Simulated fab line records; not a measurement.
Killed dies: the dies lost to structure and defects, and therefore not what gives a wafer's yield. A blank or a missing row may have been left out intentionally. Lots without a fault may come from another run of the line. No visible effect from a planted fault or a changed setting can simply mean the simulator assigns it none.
fab line records    flow n5Finfet
record: lots: 3  wafers: 9  lastDay: 16
route steps=1938 shown HKMG_FIN@401 BEOL_M4@1111 PASSIVATION@1936
lots with no fault: from the same line, run without faults
startH: hours from the record's opening day to when the first of the lot's shown wafers began    waitH: how many hours have passed since the lot's step before this one    " same as the row above    L1.1+2: a row that stands for several wafers    - no value, or no start was given    * or withheld: withheld    < > ~ a bound
route shown NAME@n: a module of which the file shows steps, and the number in the route of the first    usual: average and standard deviation across the fault-free wafers    same: alike in all rows    chamber/n: place in a boat    sites: per-site readings    _std_site: their standard deviation    _edge_site: mean of outer sites minus mean of inner sites    radiusMm: how far each site lies from the wafer's centre    mask NAME#n: copy n    behind: the tool/chamber that last shaped the wafer    hold: why the lot went on hold/how many hours it stayed there/how the hold came to an end    device: which transistor (n, p or np) failed to switch    end of line: the tests these same wafers got at the end of their route    for a step that has no rows: nothing shown but its recipe    killed: count of dies lost to structure and defects at first sort (not the wafer's yield)    map: a wafer's dies, marking killed ones x, the rest . and places with no die _
set.NAME: the run value of the setting; set.NAME@STEP: its run value at that earlier step    model.NAME: the simulator's own value behind a step, which no gauge read
a table for each step, a row for each wafer; lots at some steps of the route
services: when a tool's chamber went out of use (startH, in hours from the record's first day, below 0 if earlier), for how many hours, and the reason
== steps ==
step: N5_HKMG_FIN_DESCUM_53
recipe: chemistry: O2  timeS: 7.9  sourcePowerW: 50  biasPowerW: 20  pressureMtorr: 20  rfFrequencyHz: 2.712e+07  tempC: 40  resist: CAR-ArF  o2FlowSccm: 225
step: N5_HKMG_FIN_ETCH_54
recipe: chemistry: CF4  target: SiARC  targetDepthA: 455  maskMaterial: CAR-ArF  timeS: 75.8  ionEnergyEv: 80  pressureMtorr: 40  sourceW: 545  biasW: 36  Ar_flow_sccm: 100  cf4FlowSccm: 100  ends: cleared
step: N5_HKMG_FIN_ETCH_55
recipe: chemistry: N2/H2  target: SOC  targetDepthA: 2400  tempC: 40  timeS: 300  ionEnergyEv: 200  maskMaterial: SiARC  pressureMtorr: 30  sourceW: 840  biasW: 150  n2FlowSccm: 200  h2FlowSccm: 200
step: N5_HKMG_FIN_STRIP_56
recipe: chemistry: N2/H2  tempC: 40  n2FlowSccm: 200  h2FlowSccm: 200  rfFrequencyHz: 6e+07
step: N5_HKMG_FIN_STRIP_57
recipe: chemistry: CF4  resist: SiARC  powerW: 300  biasPowerW: 75  pressureMtorr: 50  cf4FlowSccm: 150  rfFrequencyHz: 6e+07
step: N5_HKMG_FIN_ETCH_58
recipe: chemistry: N2/H2  target: SOC  targetDepthA: 2158  ionEnergyEv: 50  biasW: 13  timeS: 741  pressureMtorr: 30  sourceW: 875  n2FlowSccm: 200  h2FlowSccm: 200
step: N5_HKMG_FIN_STRIP_93
recipe: chemistry: N2/H2  material: SOC  timeS: 20  powerW: 500  tempC: 40  pressureMtorr: 50  rfFrequencyHz: 6e+07  biasPowerW: 8  h2Frac: 0.5  n2FlowSccm: 300  h2FlowSccm: 300
step: N5_HKMG_FIN_WET_ETCH_76
recipe: chemistry: dNH4OH  mix: 1:50  tempC: 25  target: Al2O3  stopOn: La2O3  targetDepthNm: 2.25  dry: ipaMarangoni  rinseTimeS: 30  rinseTempC: 23
step: N5_HKMG_FIN_STRIP_60
recipe: chemistry: N2/H2  powerW: 2500  tempC: 300  h2Frac: 0.65  timeS: 360  pressureMtorr: withheld  n2FlowSccm: 1750  h2FlowSccm: 3250
step: N5_HKMG_FIN_WET_ETCH_77
recipe: chemistry: dHCl  mix: 1:10000  tempC: 25  target: La2O3  stopOn: HfO2  targetDepthNm: 2
step: N5_HKMG_FIN_WET_ETCH_78
recipe: chemistry: dNH4OH  mix: 1:50  tempC: 25  target: Al2O3  stopOn: La2O3  targetDepthNm: 4.5  dry: ipaMarangoni  rinseTimeS: 30  rinseTempC: 23
step: N5_HKMG_FIN_ALD_79
recipe: material: TiN  targetThkA: 15  tempC: 400  aldPrecursorFamily: TiCl4  aldCoReactant: NH3  pulseTimeS: 1  purgeTimeS: 3  coReactantPurgeTimeS: 2  coReactantPulseTimeS: 2  aldCycles: 68  pressureTorr: 3
step: N5_HKMG_FIN_CVD_62
recipe: material: a-Si  targetThkA: 30  tempC: 500  precursor: Si2H6  pressureTorr: 1  timeS: 20.8
usual: heaterPowerW: 1364/120
lot.wafer  tool             chamber  startH  waitH  heaterPowerW  sinceWetCleanH
L890.1     thermalCvdSi-01  1        85.19   0.2    1450          869
L890.2     "                2        "       "      1279          869
L890.4     "                1        "       "      1480          -
L900.1     thermalCvdSi-01  2        143.43  0.2    1268          927
L900.3     "                0        "       "      1277          927
L900.4     "                0        "       "      1276          -
L903.4     thermalCvdSi-02  2        158.11  0.2    1487          -
L903.5     "                1        "       "      1531          -
L903.6     "                0        "       "      1158          -
step: N5_HKMG_FIN_RTA_80
recipe: tempC: withheld  timeS: 2  ambient: N2  idleTempC: 600  rampUpCPerS: 150  rampDownCPerS: 60  coolToC: 600
step: N5_HKMG_FIN_PRECLEAN_64
recipe: chemistry: dHF  timeS: 30  tempC: 25  dilution: withheld
step: N5_HKMG_FIN_WET_ETCH_65
recipe: chemistry: TMAH  tempC: 70  concWtPct: 5  target: a-Si  stopOn: TiN  timeS: 49  targetDepthNm: 3
step: N5_HKMG_FIN_WET_ETCH_81
recipe: chemistry: SC1  target: TiN  stopOn: HfO2  mix: 1:1:5  tempC: 60  timeS: 57  targetDepthNm: 6
step: N5_HKMG_FIN_WET_ETCH_82
recipe: chemistry: dHCl  mix: 1:10000  tempC: 25  target: La2O3  stopOn: HfO2  targetDepthNm: 2  dry: ipaMarangoni  rinseTimeS: 30  rinseTempC: 23
step: N5_HKMG_FIN_ALD_36
recipe: material: TiN  targetThkA: 10  tempC: 400  aldPrecursorFamily: TiCl4  aldCoReactant: NH3  pulseTimeS: 1  purgeTimeS: 3  coReactantPurgeTimeS: 2  coReactantPulseTimeS: 2  aldCycles: 47  pressureTorr: 3
step: N5_HKMG_FIN_PWFM_ALD_03
recipe: material: TiN  targetThkA: 20  tempC: 400  aldPrecursorFamily: TiCl4  aldCoReactant: NH3  pulseTimeS: 1  purgeTimeS: 3  coReactantPurgeTimeS: 2  coReactantPulseTimeS: 2  aldCycles: 91  pressureTorr: 3
step: N5_HKMG_FIN_COAT_29
recipe: resist: SOC  tempC: 250  timeS: 60  spinRpm: 1500  resistThkNm: 300
step: N5_HKMG_FIN_COAT_30
recipe: resist: SiARC  tempC: 220  timeS: 60  spinRpm: 1500  resistThkNm: 35
step: N5_HKMG_FIN_COAT_06
recipe: resist: CAR-ArF  spinRpm: 1500  resistThkNm: 90
step: N5_HKMG_FIN_EBR_08
recipe: solvent: PGMEA  ebrWidthMm: 1.5
step: N5_HKMG_FIN_SOFTBAKE_07
recipe: tempC: 110  timeS: 60  resist: CAR-ArF
step: N5_HKMG_FIN_EXPOSE_09
recipe: maskId: NWFM  na: 1.35  sourceShape: conventional  sigmaOuter: 0.8  polarization: unpolarized  doseMj: 39.25
step: N5_HKMG_FIN_PEB_10
recipe: pebTempC: withheld  pebTimeS: 60  resist: CAR-ArF
step: N5_HKMG_FIN_DEVELOP_11
recipe: developTimeS: 30  developer: TMAH  resist: CAR-ArF  devTempC: 23  rinseLiquid: diw  dry: airSpin
step: N5_HKMG_FIN_INSPECT_14
recipe: mode: adi  inspectInstrument: macro
usual: rawDefectCount: 2.3/1.4
lot.wafer  tool              chamber  startH  waitH  rawDefectCount
L890.1     defectInspect-02  -        86.81   0.0    3
L890.2     "                 -        "       "      4
L890.4     "                 -        "       "      4
L900.1     defectInspect-02  -        144.93  0.0    >300
L900.3     "                 -        "       "      1
L900.4     "                 -        "       "      1
L903.4     defectInspect-01  -        159.92  0.0    1
L903.5     "                 -        "       "      2
L903.6     "                 -        "       "      2
step: N5_HKMG_FIN_DESCUM_17
recipe: chemistry: O2  timeS: 7.9  sourcePowerW: 50  biasPowerW: 20  pressureMtorr: 20  rfFrequencyHz: 2.712e+07  tempC: 40  resist: CAR-ArF  o2FlowSccm: 225
step: N5_BEOL_M4_RC_MEAS_101
usual: DIBL_N: 36.3/1.2  DIBL_P: 36.3/1.4  IOFF_N: 0.157/0.02  IOFF_P: 0.22/0.033  ION_N: 675/9.6  ION_P: 465/8.2  SS_N: 71.4/0.45  SS_P: 73.3/0.54  VT_N: 249.8/2.5  VT_P: -249/3.2
lot.wafer  tool       chamber  startH  waitH  DIBL_N[mV/V]  DIBL_P[mV/V]  IOFF_N[nA/um]  IOFF_P[nA/um]  ION_N[uA/um]  ION_P[uA/um]  SS_N[mV/dec]  SS_P[mV/dec]  VT_N[mV]  VT_P[mV]
L890.1     prober-02  0        203.05  0.0    37.3          38.1          0.180          0.25           680           473           72.2          73.1          251.2     -247
L890.2     "          0        "       "      34.9          35.0          0.127          0.19           668           464           70.9          73.0          252.0     -249
L890.4     "          0        "       "      37.5          38.4          0.191          0.26           690           476           72.1          74.0          246.9     -246
L900.1     prober-01  0        263.67  0.0    35.4          35.6          0.138          0.16           668           455           70.9          73.2          249.9     -254
L900.3     "          0        "       "      36.7          36.5          0.160          0.18           675           452           71.3          73.6          252.1     -256
L900.4     "          0        "       "      36.8          37.3          0.164          0.19           667           452           72.4          72.5          248.0     -254
L903.4     prober-02  0        277.36  0.5    36.2          35.8          0.149          0.20           669           457           71.3          73.6          248.4     -252
L903.5     "          0        "       "      36.7          36.7          0.155          0.22           672           464           72.1          73.6          248.1     -250
L903.6     "          0        "       "      36.6          36.1          0.151          0.20           673           455           71.9          74.2          249.9     -253
step: N5_PASSIVATION_PROBE_49
usual: defectLimitedYield: 91.1/1.4  killed_at_M0_to_M3: 33/10  killed_at_M4_up: 15/5.8  killedAtContacts: 13/5.9  killedAtFrontEnd: 39/11  killedAtOther: 4/3.6  killedDies: 105/16  killedOpen: 68/11  killedShort: 34/7.8  sort_bin_5_function: 5.2/0.88  sort_bin_6_memory: 3.3/0.61  sortNPass: 1075/16  sortYieldPct: 91.1/1.4
same: grossDies: 1180  killedAtBackSide: 0  sort_bin_4_leakage[%]: 0  sort_bin_8_speed[%]: 0
lot.wafer  tool       chamber  startH  waitH  defectLimitedYield[%]  killed_at_M0_to_M3  killed_at_M4_up  killedAtContacts  killedAtFrontEnd  killedAtOther  killedDies  killedOpen  killedShort  sort_bin_5_function[%]  sort_bin_6_memory[%]  sortNPass  sortYieldPct[%]
L900.1     prober-02  -        369.43  0.0    78.6                   32                  13               16                191               0              252         73          25           12.6                    4.8                   928        78.6
killed by level:class
L900.1 HKMG_FIN:unspecified=151 MOL_CONTACT_COAG:geometricParticle:open=13 FIN_SAQP:geometricParticle:open=12 BEOL_M0_SAQP:geometricParticle:open=11 ILD0:geometricParticle:short=9 STI_FIN_REVEAL:geometricParticle:open=8 BEOL_M0_SAQP:geometricParticle:short=6 BEOL_M4:geometricParticle:open=6
map L900.1 (x killed, . not)
_________________.x.......x..________________
______________.......x.....x...._____________
___________....x...................__________
__________...x.x..x.xx........xxx..._________
________xx..x..xxx...x.x...x.........._______
_______.x...x.xxxxxxxx.x.x.............______
______.....xxxxxxxxxxxxx....x..........._____
_____....xx..xxxxxxxxxxxxx..............x____
____....x.xxxxxxxxxxxxxxxx..x...........x.___
___......xxxxxxxxxxxxxxxx.....x...x........__
___.........xxxxxxxxxxxxxx................x__
__........xxxxxxxxxxxxxxxx.................._
__.x......xxxxxxxxxxxxxxxx...x........x.x..._
_.......x...xxxxxxxxxxx.......x.......x...x..
_..x.........xxxxxxxxxxx.....................
_........x...xx.xxxx.........................
_..x....x.......xxx...xxx.x................x.
_.x.x....x..x.....x..........................
_...x..x.x....x.....x.....x....x.............
_...xx............................x..........
_.....................x.....x.....x.x........
__......x...............x.....x.......x.x..._
__..x.......x.x............x.......x........_
___......x...x....x.........x.......x......__
___..........................x.........x...__
____.....x............x.............x.....___
_____x.....x.........x...................____
______..x........x......................_____
_______...........................x....______
________.............................._______
__________............x......x..x..._________
___________..............x.......x.__________
______________.......x..x.x....._____________
_________________....x.x..x..________________
map L890.2 (x killed, . not)
_________________..x........x________________
______________.................._____________
___________......x....x............__________
__________...........x..........x..._________
________.....................xx......._______
_______....x......x.............x......______
______...........x......x....x..x......._____
_____................x...................____
____x....x................................___
___x.......................................__
___...............x....x...x...............__
__..................x.x..x...........x......_
__x............x....x..................x...._
_.....xx.......x..x..x........x..............
_............................................
_............................................
_....xx.............x.......x......x.........
_.............................x........x.....
_.................................x.....x....
_..................x...x................x....
_x.........................x..........x......
__........x...x............................._
__................xx..............x........._
___........x..............x................__
___.......................x...............x__
____.....x.xx.......................x.x...___
_____x.................x............x....____
______.....x....x..........x..xx........_____
_______........................x.......______
________x...............x...........x._______
__________x...............x....x..x._________
___________.....x.............x...x__________
______________...x...........x.._____________
_________________............________________
== services ==
tool             chamber  startH  hours  kind
thermalCvdSi-01  -        83.50   1.1    repair
== key ==
firstSign: step: N5_HKMG_FIN_INSPECT_14  reading: rawDefectCount  direction: up  sigmas: 99+  usual: 2.3  struck: >300
effect: step: N5_PASSIVATION_PROBE_49  reading: killedAtFrontEnd  direction: up  sigmas: 14  usual: 39  struck: 191
moreKillsBornAt: N5_HKMG_FIN_CVD_62@thermalCvdSi-01: 151
metAt N5_HKMG_FIN_CVD_62
struckWafers L900.1
onsetBetween 85.19 143.43
fault: kind: chamberParticleSource  tool: thermalCvdSi-01  chamber: 2  onsetH: 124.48  steps: N5_HKMG_FIN_CVD_62  ratePerVisitCm2: 1.7171  endH: 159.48
